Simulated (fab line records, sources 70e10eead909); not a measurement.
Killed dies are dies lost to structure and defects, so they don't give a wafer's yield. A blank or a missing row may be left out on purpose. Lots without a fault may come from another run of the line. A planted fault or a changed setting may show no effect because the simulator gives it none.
Chamber matching | flow nand_harc | NHARC_A_CHANNEL_FILL_D2_ALD_25 on ald_hk-01: 4 sister chambers
The step deposits SiOx, target thk 60 nm, pulse time 10 s, ald cycles 600. 16 wafers are shown with their chamber, then 8 later ones without.

WAFERS WITH THEIR CHAMBER
wafer  | chamber | heater_power_w (W) | precursor_pulse_height_rel
L969.3 | 2       | 476                | 0.999
L969.1 | 0       | 442                | 0.976
L969.5 | 2       | 456                | 0.970
L970.1 | 3       | 527                | 1.003
L970.4 | 2       | 465                | 1.001
L970.5 | 3       | 509                | 0.976
L972.4 | 1       | 468                | 1.011
L972.5 | 0       | 441                | 0.995
L972.6 | 1       | 459                | 1.016
L975.1 | 0       | 449                | 1.030
L975.3 | 3       | 509                | 1.027
L975.2 | 2       | 474                | 1.006
L976.4 | 1       | 450                | 1.003
L976.2 | 0       | 449                | 1.021
L976.5 | 1       | 464                | 0.999
L977.2 | 3       | 528                | 1.032

SIGNATURES (means of the wafers above)
reading                    | chamber 0 | chamber 1 | chamber 2 | chamber 3 | scatter within a chamber
heater_power_w             | 445.25    | 460.25    | 467.75    | 518.25    | 8.33
precursor_pulse_height_rel | 1.00550   | 1.00725   | 0.99400   | 1.00950   | 0.0199
Rule: a wafer's distance from a chamber is the root of the sum, over the readings, of the square of ((its reading less the chamber's mean) divided by the reading's scatter). The wafer belongs to the nearest chamber; if the next one is less than 2 further off, it can't be placed. The scatter: the root of (the sum of the squares of (reading less its chamber's mean) over the shown wafers, divided by (wafers less chambers)).

WAFERS WITHOUT THEIR CHAMBER
wafer  | heater_power_w (W) | precursor_pulse_height_rel
L977.5 | 448                | 0.977
L977.6 | 509                | 0.995
L979.4 | 478                | 0.945
L979.3 | 471                | 0.997
L979.5 | 470                | 0.965
L990.2 | 460                | 0.999
L990.4 | 430                | 1.007
L990.5 | 465                | 0.983

WHICH CHAMBER EACH WENT THROUGH
wafer  | from the rows above          | in truth
L977.5 | can't be placed: 0 or 1 or 2 | 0
L977.6 | 3                            | 3
L979.4 | can't be placed: 2 or 1      | 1
L979.3 | can't be placed: 2 or 1      | 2
L979.5 | can't be placed: 2 or 1      | 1
L990.2 | can't be placed: 1 or 2 or 0 | 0
L990.4 | can't be placed: 0 or 1      | 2
L990.5 | can't be placed: 2 or 1 or 0 | 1
Placed correctly: 1 of 8. Can't be placed from these rows: 7 (the true chamber is among the candidates in 6). Placed wrongly: 0.
